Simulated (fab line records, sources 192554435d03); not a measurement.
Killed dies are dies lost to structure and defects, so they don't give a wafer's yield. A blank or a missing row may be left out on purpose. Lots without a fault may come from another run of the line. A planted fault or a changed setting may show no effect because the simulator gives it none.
Chamber matching | flow n5_finfet | N5_FIN_SAQP_STRIP_77 on rie_diel-03: 4 sister chambers
The step strips in N2/H2, time 90 s. 4 wafers are shown with their chamber, then 11 later ones without.

WAFERS WITH THEIR CHAMBER
wafer  | chamber | showerhead_plenum_p_Torr (Torr)
L083.5 | 3       | 3.45
L085.1 | 2       | 3.20
L085.2 | 0       | 3.47
L087.2 | 1       | 3.48

WAFERS WITHOUT THEIR CHAMBER
wafer  | showerhead_plenum_p_Torr (Torr)
L087.3 | 3.47
L087.4 | 3.48
L090.1 | 3.44
L090.2 | 3.48
L090.4 | 3.44
L094.2 | 3.43
L094.3 | 3.47
L094.4 | 3.59
L096.2 | 3.43
L096.3 | 3.46
L096.5 | 3.46

WHICH CHAMBER EACH WENT THROUGH
wafer  | from the rows above          | in truth
L087.3 | can't be placed: 0 or 1 or 3 | 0
L087.4 | can't be placed: 1 or 0 or 3 | 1
L090.1 | can't be placed: 3 or 0 or 1 | 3
L090.2 | can't be placed: 1 or 0 or 3 | 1
L090.4 | can't be placed: 3 or 0 or 1 | 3
L094.2 | can't be placed: 3 or 0 or 1 | 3
L094.3 | can't be placed: 0 or 1 or 3 | 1
L094.4 | can't be placed: 1 or 0 or 3 | 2
L096.2 | can't be placed: 3 or 0 or 1 | 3
L096.3 | can't be placed: 3 or 0 or 1 | 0
L096.5 | can't be placed: 3 or 0 or 1 | 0
Placed correctly: 0 of 11. Can't be placed from these rows: 11 (the true chamber is among the candidates in 10). Placed wrongly: 0.
How it was worked out, from the rows above alone: a wafer's distance from a chamber is the root of the sum, over the readings, of the square of ((its reading less the chamber's mean) divided by the reading's scatter). The wafer belongs to the nearest chamber; if the next one is less than 2 further off, it can't be placed. A chamber's mean is the mean of its shown wafers. The scatter: with one shown wafer a chamber, the root of the mean of the squares of how far each hidden wafer lies from its nearest shown one.
